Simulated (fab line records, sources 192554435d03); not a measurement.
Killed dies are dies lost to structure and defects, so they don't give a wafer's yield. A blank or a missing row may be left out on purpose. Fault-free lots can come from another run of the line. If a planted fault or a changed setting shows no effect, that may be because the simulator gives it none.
fab line records    flow n5-finfet
record lots=5  wafers=14  last-day=18
route steps=1938 shown HKMG_FIN@436 GATE_CUT@465 BEOL_M4@1111 PASSIVATION@1936
lots with no fault: from the same line, run without faults
start-h: start of the lot's first displayed wafer, in hours after the record's first day    wait-h: hours since the lot's step before    " unchanged from the row above    L1.1+2: several wafers, shown together as one row    - value missing, or start not given    * or withheld: withheld    < > ~ a bound
route shown NAME@n: names a module that has steps shown in the file, with the first one's number in the route    usual: mean and standard deviation over wafers with no fault    same: alike in all rows    chamber/n: place in a boat    sites: the reading at each site    _std_site: the standard deviation of these    _edge_site: mean of outer sites minus mean of inner sites    radius-mm: for every site, how far away it sits from the centre of the wafer    mask NAME#n: copy n    behind: tool/chamber where the wafer was last shaped    hold: the reason the lot was held/the length of the hold in hours/how it ended    device: transistor that didn't switch, given as n, p or np    end of line: the tests these same wafers got at the end of their route    where a step has no rows: the recipe by itself    killed: dies lost to structure and defects at the first sort, not the wafer's yield    map: a wafer's dies, marking killed ones x, the rest . and places with no die _
set.NAME: the setting the step ran with; set.NAME@STEP: the setting that earlier step ran with    model.NAME: the simulator's own value behind a step, which no gauge read
lots seen at some steps along the route; tables by step, rows by wafer
services: from which hour (start-h, from the record's first day; less than 0 if before it) a tool's chamber was out of use, for how many hours, and why
## steps
# step N5_HKMG_FIN_STRIP_33
# recipe chemistry=N2/H2  temp-c=40  n2-flow-sccm=200  h2-flow-sccm=200  rf-frequency-hz=6e+07
# step N5_HKMG_FIN_STRIP_34
# recipe chemistry=CF4  resist=SiARC  power-w=300  bias-power-w=75  pressure-mtorr=50  cf4-flow-sccm=150  rf-frequency-hz=6e+07
# step N5_HKMG_FIN_ETCH_35
# recipe chemistry=N2/H2  target=SOC  target-depth-a=2158  ion-energy-ev=65  bias-w=5  source-w=3000  time-s=243.4  pressure-mtorr=30  n2-flow-sccm=200  h2-flow-sccm=200
# step N5_HKMG_FIN_STRIP_92
# recipe chemistry=N2/H2  material=SOC  time-s=20  power-w=500  temp-c=40  pressure-mtorr=50  rf-frequency-hz=6e+07  bias-power-w=8  h2-frac=0.5  n2-flow-sccm=300  h2-flow-sccm=300
# step N5_HKMG_FIN_WET_ETCH_18
# recipe chemistry=SC1  target=TiN  mix=1:1:5  temp-c=*  time-s=55  target-depth-nm=5.2  dry=ipa-marangoni  rinse-time-s=30  rinse-temp-c=23
# step N5_HKMG_FIN_STRIP_19
# recipe chemistry=N2/H2  power-w=2500  temp-c=300  h2-frac=0.65  time-s=360  pressure-mtorr=withheld  n2-flow-sccm=1750  h2-flow-sccm=3250
# step N5_HKMG_FIN_ALD_91
# recipe material=TiN  target-thk-a=10  temp-c=400  ald-precursor-family=TiCl4  ald-co-reactant=NH3  pulse-time-s=1  purge-time-s=3  co-reactant-purge-time-s=2  co-reactant-pulse-time-s=2  ald-cycles=47  pressure-torr=3
# step N5_HKMG_FIN_COAT_85
# recipe resist=SOC  temp-c=250  time-s=60  spin-rpm=1500  resist-thk-nm=300
# step N5_HKMG_FIN_ETCH_86
# recipe chemistry=N2/H2  target=SOC  target-depth-a=3932  stop-on=TiN  ion-energy-ev=100  bias-w=61  pressure-mtorr=30  source-w=850  n2-flow-sccm=200  h2-flow-sccm=200
# step N5_HKMG_FIN_STRIP_89
# recipe chemistry=N2/H2  material=SOC  time-s=20  power-w=500  temp-c=40  pressure-mtorr=50  rf-frequency-hz=6e+07  bias-power-w=8  h2-frac=0.5  n2-flow-sccm=300  h2-flow-sccm=300
# step N5_HKMG_FIN_WET_ETCH_87
# recipe chemistry=SC1  target=TiN  mix=1:2:40  temp-c=50  time-s=154.2  target-depth-nm=4.7  dry=ipa-marangoni  rinse-time-s=30  rinse-temp-c=23
# step N5_HKMG_FIN_STRIP_88
# recipe chemistry=N2/H2  power-w=2500  temp-c=300  h2-frac=0.65  time-s=360  pressure-mtorr=withheld  n2-flow-sccm=1750  h2-flow-sccm=3250
# step N5_HKMG_FIN_NWFM_ALD_20
# recipe material=TiAlC  target-thk-a=20  temp-c=300  ald-precursor-family=TiCl4  ald-co-reactant=TEA  pulse-time-s=3  purge-time-s=2  co-reactant-purge-time-s=2  co-reactant-pulse-time-s=10  ald-cycles=7  pressure-torr=3
# usual ald-cycles=7/0  heater-power-w=494/41  precursor-pulse-height-rel=0.999/0.018
lot.wafer  tool          chamber  start-h  wait-h  ald-cycles  heater-power-w  precursor-pulse-height-rel  model.TiAlC_of_HKMG_FIN_NWFM_ALD_20.thk-nm
L644.1     ald-metal-02  1        105.94   0.3     7           538             0.991                       2
L644.3     "             2        "        "       7           491             0.985                       2
L644.4     "             0        "        "       7           449             0.961                       2
L657.4     ald-metal-02  0        185.98   0.1     5           462             1.019                       1.4
L657.5     "             1        "        "       7           528             0.996                       2
L657.6     "             0        "        "       5           469             0.996                       1.4
L660.3     ald-metal-02  0        202.11   0.1     7           459             1.011                       2
L660.4     "             0        "        "       5           465             0.992                       1.4
L661.1     ald-metal-02  0        212.40   0.3     7           449             1.021                       2
L661.5     "             2        "        "       7           462             1.007                       2
L661.6     "             0        "        "       5           458             1.005                       1.4
L662.3     ald-metal-03  2        226.81   0.2     7           455             1.006                       2
L662.5     "             0        "        "       7           434             0.980                       2
L662.6     "             1        "        "       7           601             1.008                       2
# step N5_HKMG_FIN_ALD_71
# recipe material=TiN  target-thk-a=10  temp-c=400  ald-precursor-family=TiCl4  ald-co-reactant=NH3  pulse-time-s=1  purge-time-s=3  co-reactant-purge-time-s=2  co-reactant-pulse-time-s=2  ald-cycles=47  pressure-torr=3
# step N5_HKMG_FIN_COAT_66
# recipe resist=SOC  temp-c=250  time-s=60  spin-rpm=1500  resist-thk-nm=300
# step N5_HKMG_FIN_ETCH_67
# recipe chemistry=N2/H2  target=SOC  target-depth-a=3889  stop-on=TiN  ion-energy-ev=100  bias-w=61  pressure-mtorr=30  source-w=850  n2-flow-sccm=200  h2-flow-sccm=200
# step N5_HKMG_FIN_STRIP_90
# recipe chemistry=N2/H2  material=SOC  time-s=20  power-w=500  temp-c=40  pressure-mtorr=50  rf-frequency-hz=6e+07  bias-power-w=8  h2-frac=0.5  n2-flow-sccm=300  h2-flow-sccm=300
# step N5_HKMG_FIN_WET_ETCH_73
# recipe chemistry=SC1  mix=1:2:40  temp-c=50  time-s=42.3  target-depth-nm=1.3  dry=ipa-marangoni  rinse-time-s=30  rinse-temp-c=23
# step N5_HKMG_FIN_ETCHBACK_68
# recipe chemistry=Cl2/Ar  stop-on=HfO2  target-depth-a=5  pressure-mtorr=10  icp-w=600  bias-w=60  Cl2_flow_sccm=40  Ar_flow_sccm=60
# step N5_HKMG_FIN_STRIP_69
# recipe chemistry=N2/H2  power-w=2500  temp-c=300  h2-frac=0.65  time-s=360  pressure-mtorr=withheld  n2-flow-sccm=1750  h2-flow-sccm=3250
# step N5_HKMG_FIN_ALD_21
# recipe material=TiN  target-thk-a=15  temp-c=400  ald-precursor-family=TiCl4  ald-co-reactant=NH3  pulse-time-s=1  purge-time-s=3  co-reactant-purge-time-s=2  co-reactant-pulse-time-s=2  ald-cycles=68  pressure-torr=3
# step N5_HKMG_FIN_ALD_72
# recipe material=W  target-thk-a=20  temp-c=300  pressure-torr=7.5  ald-precursor-family=WF6  ald-co-reactant=B2H6  pulse-time-s=1  purge-time-s=2  co-reactant-purge-time-s=2  co-reactant-pulse-time-s=3  ald-cycles=7
# step N5_HKMG_FIN_W_FILL_22
# recipe material=W  target-thk-a=600  temp-c=400  pressure-torr=39.4  time-s=18.2
# step N5_HKMG_FIN_PRECLEAN_83
# recipe chemistry=DIW  time-s=57.5  temp-c=23
# step N5_HKMG_FIN_SRD_84
# recipe dry-time-s=32  dry=n2-spin  spin-rpm=1500
# step N5_HKMG_FIN_CMP_23
# recipe stop-on=SiNx  t-overpolish-s=10  post-cmp-clean=rinse-only  down-force-psi=4  platen-rpm=50.289  pad-velocity-m-s=1.0006  target-thk-nm=46.326
# step N5_HKMG_FIN_CMP_94
# recipe stop-on=SiNx  post-cmp-clean=w-dilute-nh4oh  t-overpolish-s=4.7  down-force-psi=4  platen-rpm=50.289  pad-velocity-m-s=1.0006  target-thk-nm=43.299
# step N5_GATE_CUT_ETCHBACK_00
# recipe chemistry=SF6/Cl2  target=W  pressure-mtorr=8  icp-w=900  bias-w=80  SF6_flow_sccm=40  Cl2_flow_sccm=60
# step N5_GATE_CUT_ETCH_56
# recipe chemistry=Cl2/Ar  target=TiN  target-depth-a=216  pressure-mtorr=10  icp-w=600  bias-w=60  Cl2_flow_sccm=40  Ar_flow_sccm=60
# step N5_GATE_CUT_ETCHBACK_30
# recipe chemistry=Cl2/Ar  target=TiN  target-depth-a=30  mode=isotropic  pressure-mtorr=10  icp-w=600  bias-w=60  Cl2_flow_sccm=40  Ar_flow_sccm=60
# step N5_GATE_CUT_VAPOR_ETCH_60
# recipe chemistry=BCl3/Cl2  target=HfO2  mode=isotropic
# step N5_GATE_CUT_ETCH_58
# recipe chemistry=CH3F/O2  target=SiNx  target-depth-a=170  time-s=128.6  ion-energy-ev=50  pressure-mtorr=30  source-w=415  bias-w=21  Ar_flow_sccm=150  CH3F_flow_sccm=30  O2_flow_sccm=20
# step N5_GATE_CUT_STRIP_59
# recipe chemistry=N2/H2  time-s=20  power-w=100  temp-c=40  pressure-mtorr=100  rf-frequency-hz=6e+07  bias-power-w=3  n2-flow-sccm=300  h2-flow-sccm=300
# step N5_GATE_CUT_PRECLEAN_31
# recipe temp-c=23  chemistry=DIW  time-s=300
# step N5_GATE_CUT_SRD_32
# recipe time-s=30  temp-c=23  rinse-liquid=diw  dry=ipa-marangoni
# step N5_GATE_CUT_SAC_CAP_01
# recipe material=SiNx  target-thk-a=240  temp-c=400  ald-precursor-family=SiH2I2  ald-co-reactant=N2/H2-plasma  pulse-time-s=1  ald-cycles=480  purge-time-s=2  co-reactant-purge-time-s=2  pressure-torr=2
# step N5_GATE_CUT_PECVD_57
# recipe material=SiNx  target-thk-a=210  temp-c=400  precursor=SiH4/NH3/N2  pressure-torr=1.5  rf-w=300
# step N5_GATE_CUT_CMP_02
# recipe stop-on=SiO2  t-overpolish-s=12.7  post-cmp-clean=alkaline-brush  down-force-psi=2.5  platen-rpm=51.8  pad-velocity-m-s=1.0307  target-thk-nm=0
# step N5_GATE_CUT_HM_DEP_46
# recipe material=SiO2  target-thk-a=1300  temp-c=400  precursor=TEOS/O2  pressure-torr=6.5  rf-w=900  teos-flow-sccm=161.4  gas=O2  flow-sccm=2650  time-s=26.6
# step N5_BEOL_M4_RC_MEAS_101
# usual DIBL_N=36.0/1.9  DIBL_P=36.0/2.1  IOFF_N=0.155/0.029  IOFF_N_85C=3.0/0.46  IOFF_N_LIN=0.072/0.011  IOFF_N_LONG=5.52e-05/2.9e-06  IOFF_P=0.20/0.032  IOFF_P_LIN=0.097/0.011  IOFF_P_LONG=0.000104/8.9e-06  ION_N=672/11  ION_P=461/6.9  SS_N=71.5/0.58  SS_P=73.2/0.64  VT_N=250.4/2.9  VT_N_LONG=275.2/1.9  VT_N_LVT=98/3.1  VT_P=-251.0/2.8  VT_P_LONG=-276/3.2  VT_P_LVT=-99.1/2.8
lot.wafer  tool       chamber  start-h  wait-h  DIBL_N[mV/V]  DIBL_P[mV/V]  IOFF_N[nA/um]  IOFF_N_85C[nA/um]  IOFF_N_LIN[nA/um]  IOFF_N_LONG[nA/um]  IOFF_P[nA/um]  IOFF_P_LIN[nA/um]  IOFF_P_LONG[nA/um]  ION_N[uA/um]  ION_P[uA/um]  SS_N[mV/dec]  SS_P[mV/dec]  VT_N[mV]  VT_N_LONG[mV]  VT_N_LVT[mV]  VT_P[mV]  VT_P_LONG[mV]  VT_P_LVT[mV]
L644.1     prober-01  0        209.97   0.0     37.1          36.4          0.160          3.0                0.072              5.36e-05            0.22           0.104              0.000115            665           461           72.0          72.8          250.9     275.6          98            -249.1    -273           -98.0
L644.3     "          0        "        "       37.3          35.9          0.154          2.9                0.070              5.38e-05            0.22           0.106              0.000117            659           460           71.5          73.5          253.5     275.4          100           -250.7    -272           -98.7
L644.4     "          0        "        "       36.4          36.0          0.143          2.8                0.067              5.4e-05             0.21           0.103              0.00012             668           463           71.4          72.7          251.8     274.2          100           -248.4    -271           -97.9
L657.4     prober-01  0        285.65   0.5     34.1          35.4          0.021          0.6                0.010              2.2e-05             0.26           0.128              0.000127            560           476           71.3          72.9          302.2     324.4          150           -243.1    -268           -89.2
L657.5     "          0        "        "       35.9          37.6          0.153          3.0                0.072              4.93e-05            0.19           0.093              9e-05               677           465           71.7          73.3          248.6     278.4          96            -254.5    -283           -100.0
L657.6     "          0        "        "       33.2          34.1          0.020          0.5                0.010              2.28e-05            0.23           0.117              0.000127            556           478           71.1          73.1          303.8     327.3          150           -244.9    -269           -90.8
L660.3     prober-02  0        304.29   0.3     36.3          34.6          0.139          2.7                0.065              5.28e-05            0.20           0.097              0.000105            663           457           71.3          72.9          251.5     278.3          101           -250.9    -274           -100.8
L660.4     "          0        "        "       36.6          35.3          0.026          0.7                0.012              2.45e-05            0.30           0.149              0.000151            564           478           71.8          72.9          298.4     326.0          149           -239.6    -259           -89.0
L661.1     prober-02  0        311.89   0.0     34.8          34.8          0.151          3.0                0.071              5.86e-05            0.21           0.101              0.000114            676           463           71.3          72.6          251.0     272.2          97            -250.0    -273           -97.4
L661.5     "          0        "        "       33.5          33.6          0.134          2.7                0.064              5.82e-05            0.19           0.095              0.000116            677           468           71.2          72.5          252.4     272.3          98            -247.9    -271           -97.4
L661.6     "          0        "        "       33.5          33.8          0.023          0.6                0.011              2.61e-05            0.29           0.145              0.000178            564           483           71.0          71.8          302.6     320.1          147           -239.2    -258           -85.3
L662.3     prober-01  0        314.09   0.3     35.8          37.0          0.160          3.2                0.076              5.35e-05            0.22           0.103              0.0001              668           457           71.4          73.0          250.4     277.9          96            -249.4    -278           -98.5
L662.5     "          0        "        "       33.6          33.7          0.124          2.6                0.062              5.49e-05            0.17           0.087              9.8e-05             674           458           71.7          72.3          253.2     275.0          98            -252.8    -279           -100.6
L662.6     "          0        "        "       34.4          35.3          0.145          3.0                0.070              5.35e-05            0.19           0.095              9.9e-05             671           456           70.9          73.3          249.8     276.2          96            -254.8    -279           -99.4
# step N5_PASSIVATION_PROBE_49
# usual defect-limited-yield=91.0/1.5  killed_at_M0_to_M3=33/9.4  killed_at_M4_up=14/4.8  killed-at-contacts=13/7.3  killed-at-front-end=43/13  killed-at-other=3.6/2.9  killed-dies=106/18  killed-open=69/13  killed-short=35/8.2  sort_bin_4_leakage=0/0  sort_bin_5_function=5.3/1  sort_bin_6_memory=3.3/0.68  sort_bin_8_speed=0.01/0.027  sort-n-pass=1074/18  sort-yield-pct=91.0/1.5
# same gross-dies=1180  killed-at-back-side=0
lot.wafer  tool       chamber  start-h  wait-h  defect-limited-yield[%]  killed_at_M0_to_M3  killed_at_M4_up  killed-at-contacts  killed-at-front-end  killed-at-other  killed-dies  killed-open  killed-short  sort_bin_4_leakage[%]  sort_bin_5_function[%]  sort_bin_6_memory[%]  sort_bin_8_speed[%]  sort-n-pass  sort-yield-pct[%]
L657.4     prober-02  -        388.53   0.2     93.1                     29                  10               8                   31                   4                82           60           20            0                      4.8                     2.1                   93.05                0            0
L657.5     prober-02  -        388.58   0.2     90.7                     40                  16               11                  40                   3                110          78           29            0                      5.3                     3.7                   0                    1070         90.7
L657.6     prober-02  -        388.63   0.3     91.2                     34                  23               6                   35                   6                104          69           33            0                      5.0                     3.6                   91.19                0            0
L660.3     prober-02  -        404.29   0.1     89.7                     29                  14               8                   68                   3                122          78           40            0                      5.8                     4.1                   0                    1058         89.7
L660.4     prober-02  -        404.34   0.2     88.1                     33                  6                15                  84                   2                140          92           45            0.08                   6.4                     4.8                   88.05                0            0
L661.1     prober-01  -        421.92   0.0     91.6                     28                  5                17                  48                   1                99           64           35            0                      5.0                     2.9                   0                    1081         91.6
L661.5     prober-01  -        422.12   0.2     90.8                     42                  10               16                  38                   2                108          65           37            0                      5.5                     3.0                   0                    1072         90.8
L661.6     prober-01  -        422.17   0.3     92.2                     28                  24               17                  23                   0                92           43           41            0                      4.2                     2.8                   92.20                0            0
L662.3     prober-01  -        428.23   0.1     93.3                     33                  11               4                   25                   6                79           52           25            0                      3.8                     2.5                   0                    1101         93.3
L662.5     prober-01  -        428.33   0.2     91.1                     42                  14               6                   40                   3                105          72           32            0                      5.6                     3.1                   0                    1075         91.1
L662.6     prober-01  -        428.38   0.3     91.6                     32                  15               20                  22                   10               99           61           37            0                      4.5                     3.5                   0                    1081         91.6
# killed by level:class
L657.4 STI_FIN_REVEAL:geometric-particle:open=11 BEOL_M3:geometric-particle:open=8 MOL_CONTACT_COAG:geometric-particle:open=6 BEOL_M0_SAQP:geometric-particle:short=6 BEOL_M0_SAQP:geometric-particle:open=6 BEOL_M2:geometric-particle:open=6 FIN_SAQP:geometric-particle:open=4 GATE_CUT:geometric-particle:short=4
L657.5 MOL_CONTACT_COAG:geometric-particle:open=10 BEOL_M2:geometric-particle:open=9 BEOL_M0_SAQP:geometric-particle:short=8 BEOL_M4:geometric-particle:open=8 BEOL_M0_SAQP:geometric-particle:open=8 FIN_SAQP:geometric-particle:open=6 STI_FIN_REVEAL:geometric-particle:open=6 BEOL_M3:geometric-particle:open=6
L657.6 FIN_SAQP:geometric-particle:open=10 BEOL_M4:geometric-particle:open=10 STI_FIN_REVEAL:geometric-particle:open=8 BEOL_M0_SAQP:geometric-particle:short=8 BEOL_M3:geometric-particle:open=8 BEOL_M0_SAQP:geometric-particle:open=6 MOL_CONTACT_COAG:geometric-particle:open=5 BEOL_M2:geometric-particle:open=5
L660.3 STI_FIN_REVEAL:geometric-particle:open=22 FIN_SAQP:geometric-particle:short=14 BEOL_M3:geometric-particle:open=12 FIN_SAQP:geometric-particle:open=9 MOL_CONTACT_COAG:geometric-particle:open=6 GATE_CUT:geometric-particle:short=5 BEOL_M4:geometric-particle:open=5 BEOL_M0_SAQP:geometric-particle:open=4
L660.4 STI_FIN_REVEAL:geometric-particle:open=32 MOL_CONTACT_COAG:geometric-particle:open=10 BEOL_M1:geometric-particle:open=10 FIN_SAQP:geometric-particle:short=8 FIN_SAQP:geometric-particle:open=8 STI_FIN_REVEAL:geometric-particle:short=7 BEOL_M3:geometric-particle:open=7 STARTING-WAFER:geometric-particle:short=6
L661.1 FIN_SAQP:geometric-particle:short=12 MOL_CONTACT_COAG:geometric-particle:open=11 FIN_SAQP:geometric-particle:open=9 GATE_CUT:geometric-particle:open=7 BEOL_M0_SAQP:geometric-particle:open=7 MOL_CONTACT_COAG:geometric-particle:short=6 BEOL_M3:geometric-particle:open=6 BEOL_M0_SAQP:geometric-particle:short=6
L661.5 BEOL_M0_SAQP:geometric-particle:open=18 BEOL_M0_SAQP:geometric-particle:short=15 MOL_CONTACT_COAG:geometric-particle:open=12 FIN_SAQP:geometric-particle:short=7 FIN_SAQP:geometric-particle:open=6 STARTING-WAFER:geometric-particle:open=5 HKMG_FIN:area-etch=5 DUMMY_GATE:geometric-particle:open=4
L661.6 MOL_CONTACT_COAG:geometric-particle:open=13 BEOL_M4:geometric-particle:open=10 BEOL_M0_SAQP:geometric-particle:short=10 BEOL_M0:geometric-particle:short=7 FIN_SAQP:geometric-particle:short=5 MOL_CONTACT_COAG:geometric-particle:short=4 BEOL_M3:geometric-particle:open=4 BEOL_M4:geometric-particle:short=4
L662.3 BEOL_M0_SAQP:geometric-particle:open=11 BEOL_M1:geometric-particle:short=7 STI_FIN_REVEAL:geometric-particle:open=7 BEOL_M3:geometric-particle:open=6 FIN_SAQP:geometric-particle:short=5 BEOL_M2:geometric-particle:open=4 BEOL_M4:geometric-particle:open=4 BEOL_M5:geometric-particle:open=4
L662.5 BEOL_M3:geometric-particle:open=12 GATE_CUT:geometric-particle:open=11 BEOL_M0_SAQP:geometric-particle:open=9 STI_FIN_REVEAL:geometric-particle:open=8 BEOL_M0_SAQP:geometric-particle:short=8 BEOL_M2:geometric-particle:open=8 BEOL_M6:geometric-particle:open=6 GATE_CUT:geometric-particle:short=5
L662.6 MOL_CONTACT_COAG:geometric-particle:open=13 BEOL_M3:geometric-particle:open=10 MOL_CONTACT_COAG:geometric-particle:short=7 BEOL_M4:geometric-particle:open=7 BEOL_M0_SAQP:geometric-particle:open=6 BEOL_M0_SAQP:geometric-particle:short=5 BEOL_M1:geometric-particle:short=3 DUMMY_GATE:geometric-particle:open=3
# map L657.5 (x killed, . not)
_________________x......x....________________
______________.................._____________
___________.x................x.....__________
__________..............x..........._________
________..x..........................._______
_______...x.........x.....x.x.......x..______
______....x...........x.......x........._____
_____.......x.....x......................____
____.............x........................___
___....xx.x.xx.............................__
___...................................x....__
__.........................................._
__................x.xx.....................x_
_.x.........x...x........x...................
_...........x.............x..............xx..
_.x..............x.................x.....x...
_.....xxx...x..x...x.........x...............
_...x.x........x.........................x...
_...x........xxx......x....x...........x..x..
_.......x...................x...x............
_............x..x..........x..x.........x....
__.........................................._
__........x.x.......x.................x....._
___x.................................x..x..__
___.................x...x..................__
____..........x.x....x.............x...x..___
_____................x........x.xx...x...____
______........x.xx...x...x........x.x..._____
_______x..........x......x..xxx..x.....______
________.......x....x................._______
__________.x........xx.............x_________
___________...............x........__________
______________.x...x...........x_____________
_________________x...........________________
# map L660.4 (x killed, . not)
_________________x.....x.....________________
______________...x.............._____________
___________x...x..........x........__________
__________x...............xx.....x.._________
________..........x..x.x..........x..._______
_______..........x...........xx........______
______.........x...x.............x......_____
_____..........x.......xx......x..x......____
____.........x........x...................___
___.....x...........x...................xx.__
___..................x...xx.x......x.......__
__..xx...xx..........x......................_
__.x..x..xx.x........xx.x.....xxx.........xx_
_...............xx...........x....x..........
_.......x............x.......................
_x................................x........xx
_.x.x.............x..............x...x......x
_......x........x..x.........................
_........x..........x.x..x...........x.......
_.........x.......x.....x....................
_...........x.....................x..........
__.......x...x....x.....x.x........x..x....._
__...x..............................x......._
___............x........x.x......x...x.....__
___..x..x.x.x.......x..x.........x..x......__
____x..x.....x...........x......x...x.....___
_____...x..............x.x...x......x....____
______....x.......x.xx.................x_____
_______....x...x.x.x......x............______
________......................x......._______
__________...xx....x..x.........x..._________
___________x.x..................x..__________
______________.....x.x.....x...x_____________
_________________.x..........________________
## services
tool          chamber  start-h  hours  kind
ald-metal-02  3        85.05    15.9   repair
ald-metal-03  1        110.48   4.2    repair
ald-metal-03  -        187.71   1.8    repair
ald-metal-02  3        197.98   17.2   repair
ald-metal-02  1        219.92   10.1   repair
ald-metal-02  -        224.23   4.3    pm
## key
first-sign step=N5_HKMG_FIN_NWFM_ALD_20  reading=ald-cycles  direction=down  sigmas=99+  usual=*  struck=*
effect step=N5_BEOL_M4_RC_MEAS_101  reading=VT_N_LONG  direction=up  sigmas=25  usual=275.2  struck=324.5
effect step=N5_BEOL_M4_RC_MEAS_101  reading=VT_N  direction=up  sigmas=18  usual=250.4  struck=301.8
effect step=N5_BEOL_M4_RC_MEAS_101  reading=VT_N_LVT  direction=up  sigmas=17  usual=98  struck=149
effect step=N5_BEOL_M4_RC_MEAS_101  reading=IOFF_N_LONG  direction=down  sigmas=11  usual=5.52e-05  struck=2.38e-05
effect step=N5_BEOL_M4_RC_MEAS_101  reading=ION_N  direction=down  sigmas=10  usual=672  struck=561
effect step=N5_BEOL_M4_RC_MEAS_101  reading=IOFF_N_LIN  direction=down  sigmas=5.8  usual=0.072  struck=0.011
effect step=N5_BEOL_M4_RC_MEAS_101  reading=IOFF_N_85C  direction=down  sigmas=5.3  usual=3.0  struck=0.6
effect step=N5_BEOL_M4_RC_MEAS_101  reading=IOFF_P_LONG  direction=up  sigmas=4.7  usual=0.000104  struck=0.000146
effect step=N5_BEOL_M4_RC_MEAS_101  reading=IOFF_N  direction=down  sigmas=4.6  usual=0.155  struck=0.022
effect step=N5_BEOL_M4_RC_MEAS_101  reading=VT_P_LONG  direction=up  sigmas=3.9  usual=-276  struck=-263
effect step=N5_BEOL_M4_RC_MEAS_101  reading=VT_P_LVT  direction=up  sigmas=3.8  usual=-99.1  struck=-88.6
effect step=N5_BEOL_M4_RC_MEAS_101  reading=IOFF_P_LIN  direction=up  sigmas=3.4  usual=0.097  struck=0.135
effect step=N5_PASSIVATION_PROBE_49  reading=sort_bin_8_speed  direction=up  sigmas=99+  usual=0.01  struck=91.12
model-effect step=N5_HKMG_FIN_NWFM_ALD_20  value=TiAlC_of_HKMG_FIN_NWFM_ALD_20.thk-nm  without=2  struck=1.4
met-at N5_HKMG_FIN_NWFM_ALD_20
struck-wafers L657.4,L657.6,L660.4,L661.6
onset-between 105.94 185.98
fault kind=process-parameter-drift  tool=ald-metal-02  chamber=-  onset-h=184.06  steps=N5_HKMG_FIN_NWFM_ALD_20  channel=ald-cycles  offset=*  shape=step  end-h=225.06  scope=struck-wafers-only  acts-in=*  stated=*
